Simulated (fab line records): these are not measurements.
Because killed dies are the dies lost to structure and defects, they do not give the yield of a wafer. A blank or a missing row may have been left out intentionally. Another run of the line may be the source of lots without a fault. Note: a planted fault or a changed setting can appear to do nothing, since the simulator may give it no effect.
A struck lot beside a sound one || flow nand_harc || 15 out of 1159 route steps
Sound: the wafers L465.2, L465.3, L465.4. Struck: wafers L457.1, L457.2. Last of all comes the cause.
Order at every step that has rows: each side's tool, ch and its chambers, its first start. Under that, the readings that differ: sound wafers || struck wafers || difference of the means || sigmas: that difference in standard deviations of wafers without a fault.
alike: same words and numbers on both sides, and readings whose means sit less than 2 such deviations apart. not compared: any withheld reading, any reading some wafer has no value for, any bound like >300 that may hide the same value, and any number with overlapping values for which the record gives no deviation.
A row with sigmas, a row that says differs or no value, or rows on one side alone: a step with any of these is where the two part. When numbers do not overlap yet have no deviation, they are printed without sigmas and do not part them. A reading that every wafer of one side lacks parts them only if that side has two wafers or more.

NHARC_THIN_TSV_DEP_43: deposits SiO2, target thk 1328.5 nm.
  sound on pecvd-03 ch 0,2, day 23 06:34; struck on pecvd-03 ch 1,2, day 22 00:11
  alike: mfc_precursor_sccm, throttle_valve_pct
then, 8 steps without rows for these wafers: NHARC_THIN_TSV_DEHYDRATE_04 (time 120 s); NHARC_THIN_TSV_HMDS_05 (time 30 s); NHARC_THIN_TSV_COAT_06; NHARC_THIN_TSV_SOFTBAKE_07 (time 95 s); NHARC_THIN_TSV_EBR_08; NHARC_THIN_TSV_EXPOSE_09 (exposes mask TSV); NHARC_THIN_TSV_PEB_10 (peb time 85 s); NHARC_THIN_TSV_DEVELOP_11 (time 70 s).
NHARC_THIN_TSV_CD_MEAS_12: the cd target is 1000 nm.
  sound on cd_sem-01 ch 0, day 23 07:17; struck on cd_sem-02 ch 0, day 22 01:01
  alike: cd_nm
then, 1 step without rows for these wafers: NHARC_THIN_TSV_HARDBAKE_13 (time 80 s).
NHARC_THIN_TSV_DESCUM_14: chemistry O2, time 3 s.
  sound on rie_diel-09 ch 0,2,3, day 23 07:26; struck on rie_diel-10 ch 1,3, day 22 01:11
{"reading": "rf_hours_counter_h (h)", "sound": "8 9 8", "struck": "10 10", "difference": "+2", "sigmas": ""}
  alike: chamber_pressure_mTorr, drypump_motor_current_A, oes_product_au, rf_vpp_V, showerhead_plenum_p_Torr, throttle_valve_pct
NHARC_THIN_TSV_ETCH_44: etches the open film in CF4/O2, target depth 1594.2 nm, time 797.1 s.
  sound on rie_diel-09 ch 0,1,2, day 23 07:35; struck on rie_diel-10 ch 0,1, day 22 01:22
  no value came back on the struck wafers for any of 10 readings (bias_w (W), cf4_flow_sccm (sccm) and others); on the sound wafers bias_w (W) reads 801.3 804.2 801.3
NHARC_THIN_TSV_ETCH_15: target depth 3000 nm, bosch target overetch cycles 2, bosch etch step 2.8 s.
  sound on rie_si-06 ch 0,1,3, day 23 08:06; struck on rie_si-06 ch 2,3, day 22 01:50
{"reading": "rf_hours_counter_h (h)", "sound": "1.6 1.5 1.4", "struck": "1.1 1.1", "difference": -0.4, "sigmas": ""}
  alike: drypump_motor_current_A
NHARC_END_SORT_01:
  sound on prober-01 ch 0, day 25 16:05; struck on prober-01 ch 0, day 24 00:16
{"reading": "defect_limited_yield (%)", "sound": "97.0 97.5 97.3", "struck": "0 0", "difference": -97, "sigmas": -61}
{"reading": "killed_at_other", "sound": "0 0 0", "struck": "650 647", "difference": "+648", "sigmas": "+99 or more"}
{"reading": "killed_dies", "sound": "20 17 18", "struck": "677 677", "difference": "+659", "sigmas": "+60"}
{"reading": "sort_bin_2_pct (%)", "sound": "1.2 0.7 0.9", "struck": "97.3 97.2", "difference": "+96.3", "sigmas": "+99 or more"}
{"reading": "sort_n_pass", "sound": "657 660 659", "struck": "0 0", "difference": -659, "sigmas": -60}
{"reading": "sort_rim_yield_pct (%)", "sound": "99 92 98", "struck": "0 0", "difference": -96, "sigmas": -28}
{"reading": "sort_yield_pct (%)", "sound": "97.0 97.5 97.3", "struck": "0 0", "difference": -97, "sigmas": -61}
  alike: killed_at_array, killed_at_periphery, killed_open, killed_short, sort_bin_3_pct, sort_bin_4_pct

## WHERE THEY PART
At NHARC_THIN_TSV_ETCH_44 first; at NHARC_END_SORT_01 last (within this record only).

WHY: what had been put in by the simulator
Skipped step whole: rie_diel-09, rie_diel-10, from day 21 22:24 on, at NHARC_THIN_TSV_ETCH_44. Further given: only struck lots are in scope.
